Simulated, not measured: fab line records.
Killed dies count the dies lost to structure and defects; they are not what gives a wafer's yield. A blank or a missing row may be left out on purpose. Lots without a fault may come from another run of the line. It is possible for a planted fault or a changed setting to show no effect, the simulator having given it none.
Chamber matching ; flow nand-harc ; NHARC_A_STAIRCASE_DEP_259 on pecvd-03: 3 sister chambers
The step deposits SiON, target thk 30 nm. 3 wafers are shown with their chamber, then 8 later ones without.

== WAFERS, EACH WITH ITS CHAMBER ==
wafer;chamber;heater-power-w (W)
L088.5;1;1009
L088.6;2;683
L090.1;0;569

== WAFERS WITH NO CHAMBER GIVEN ==
wafer;heater-power-w (W)
L090.2;987
L090.4;997
L093.1;549
L093.2;726
L093.3;870
L097.1;544
L097.2;949
L097.3;695

== WHICH CHAMBER EACH ONE RAN IN ==
wafer;from the rows above;in truth
L090.2;1;1
L090.4;1;1
L093.1;can't be placed: 0 or 2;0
L093.2;can't be placed: 2 or 0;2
L093.3;can't be placed: 1 or 2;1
L097.1;can't be placed: 0 or 2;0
L097.2;1;1
L097.3;can't be placed: 2 or 0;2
Placed correctly: 3 of 8. Unplaceable from these rows: 5, with the true chamber sitting among the candidates in 5. Wrongly placed: 0.
How it was worked out, from the rows above alone: a wafer's distance from a chamber is the root of the sum, over the readings, of the square of ((its reading less the chamber's mean) divided by the reading's scatter). The wafer belongs to the nearest chamber; if the next one is less than 2 further off, it can't be placed. For every chamber, the mean is computed from those of its wafers that are shown. The scatter: root of mean squared gap, hidden wafer to nearest shown wafer, with one shown wafer a chamber.
